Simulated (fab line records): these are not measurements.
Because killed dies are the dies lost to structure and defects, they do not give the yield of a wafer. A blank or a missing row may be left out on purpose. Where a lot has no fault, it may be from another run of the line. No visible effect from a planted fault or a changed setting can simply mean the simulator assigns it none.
Chamber matching || flow nand-harc || NHARC_A_CHANNEL_FILL_D1_ETCHBACK_19 on rie-si-04: 4 sister chambers
The step etches the open film in HBr/Cl2, target depth 5 nm, time 1.7 s. 4 wafers are shown with their chamber, then 8 later ones without.

== WAFERS, EACH WITH ITS CHAMBER ==
{"wafer": "L080.3", "chamber": 2, "drypump-motor-current-A (A)": 6.5}
{"wafer": "L089.5", "chamber": 0, "drypump-motor-current-A (A)": 5.0}
{"wafer": "L089.6", "chamber": 1, "drypump-motor-current-A (A)": 5.6}
{"wafer": "L094.4", "chamber": 3, "drypump-motor-current-A (A)": 5.7}

== WAFERS MISSING THEIR CHAMBER ==
{"wafer": "L094.5", "drypump-motor-current-A (A)": 5.6}
{"wafer": "L094.6", "drypump-motor-current-A (A)": 6.5}
{"wafer": "L095.1", "drypump-motor-current-A (A)": 5.6}
{"wafer": "L095.2", "drypump-motor-current-A (A)": 6.5}
{"wafer": "L095.4", "drypump-motor-current-A (A)": 5.7}
{"wafer": "L097.1", "drypump-motor-current-A (A)": 4.9}
{"wafer": "L097.2", "drypump-motor-current-A (A)": 5.6}
{"wafer": "L097.4", "drypump-motor-current-A (A)": 6.5}

== WHICH CHAMBER EACH WENT THROUGH ==
{"wafer": "L094.5", "from the rows above": 1, "in truth": 1}
{"wafer": "L094.6", "from the rows above": 2, "in truth": 2}
{"wafer": "L095.1", "from the rows above": 1, "in truth": 1}
{"wafer": "L095.2", "from the rows above": 2, "in truth": 2}
{"wafer": "L095.4", "from the rows above": 3, "in truth": 3}
{"wafer": "L097.1", "from the rows above": 0, "in truth": 0}
{"wafer": "L097.2", "from the rows above": 1, "in truth": 1}
{"wafer": "L097.4", "from the rows above": 2, "in truth": 2}
8 of 8 placed correctly. Can't be placed from these rows: 0. Number placed wrongly: 0.
How it was worked out, from the rows above alone: a wafer's distance from a chamber is the root of the sum, over the readings, of the square of ((its reading less the chamber's mean) divided by the reading's scatter). If the next closest chamber is less than 2 further off than the closest, the wafer can't be placed; otherwise it belongs to the closest. Each chamber's mean is taken over the wafers shown for it. The scatter (one wafer shown for each chamber): square how far every hidden wafer sits from the nearest shown wafer, average those squares and take the square root.
